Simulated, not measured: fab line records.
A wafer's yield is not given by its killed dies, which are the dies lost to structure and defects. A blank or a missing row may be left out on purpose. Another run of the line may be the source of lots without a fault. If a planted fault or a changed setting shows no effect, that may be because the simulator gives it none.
Matching of chambers || flow n5Finfet || 4 sister chambers for N5_HKMG_FIN_ETCH_58 on rieDiel-05
The step etches SOC in N2/H2, target depth 215.8 nm, time 741 s. 4 wafers are shown with their chamber, then 10 later ones without.

WAFERS, EACH WITH ITS CHAMBER
{"wafer": "L080.6", "chamber": 0, "drypumpMotorCurrentA (A)": 6.5}
{"wafer": "L084.1", "chamber": 3, "drypumpMotorCurrentA (A)": 5.4}
{"wafer": "L090.2", "chamber": 1, "drypumpMotorCurrentA (A)": 6.5}
{"wafer": "L090.4", "chamber": 2, "drypumpMotorCurrentA (A)": 6.2}

WAFERS MISSING THEIR CHAMBER
{"wafer": "L090.6", "drypumpMotorCurrentA (A)": 6.3}
{"wafer": "L092.2", "drypumpMotorCurrentA (A)": 6.5}
{"wafer": "L092.4", "drypumpMotorCurrentA (A)": 6.3}
{"wafer": "L092.6", "drypumpMotorCurrentA (A)": 6.5}
{"wafer": "L095.3", "drypumpMotorCurrentA (A)": 5.5}
{"wafer": "L095.4", "drypumpMotorCurrentA (A)": 6.5}
{"wafer": "L095.6", "drypumpMotorCurrentA (A)": 6.3}
{"wafer": "L096.2", "drypumpMotorCurrentA (A)": 6.3}
{"wafer": "L096.4", "drypumpMotorCurrentA (A)": 6.5}
{"wafer": "L096.6", "drypumpMotorCurrentA (A)": 5.4}

WHICH CHAMBER EACH WENT THROUGH
{"wafer": "L090.6", "from the rows above": "can't be placed: 2 or 0 or 1", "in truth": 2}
{"wafer": "L092.2", "from the rows above": "can't be placed: 0 or 1", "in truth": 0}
{"wafer": "L092.4", "from the rows above": "can't be placed: 2 or 0 or 1", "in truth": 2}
{"wafer": "L092.6", "from the rows above": "can't be placed: 0 or 1", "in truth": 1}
{"wafer": "L095.3", "from the rows above": 3, "in truth": 3}
{"wafer": "L095.4", "from the rows above": "can't be placed: 0 or 1", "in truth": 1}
{"wafer": "L095.6", "from the rows above": "can't be placed: 2 or 0 or 1", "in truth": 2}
{"wafer": "L096.2", "from the rows above": "can't be placed: 2 or 0 or 1", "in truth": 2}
{"wafer": "L096.4", "from the rows above": "can't be placed: 0 or 1", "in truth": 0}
{"wafer": "L096.6", "from the rows above": 3, "in truth": 3}
Correctly placed: 2 of 10. Unplaceable from these rows: 8, with the true chamber sitting among the candidates in 8. 0 placed wrongly.
How it was worked out, from the rows above alone: a wafer's distance from a chamber is the root of the sum, over the readings, of the square of ((its reading less the chamber's mean) divided by the reading's scatter). If the next closest chamber is less than 2 further off than the closest, the wafer can't be placed; otherwise it belongs to the closest. Each chamber's mean is taken over the wafers shown for it. The scatter: root of mean squared gap, hidden wafer to nearest shown wafer, with one shown wafer a chamber.
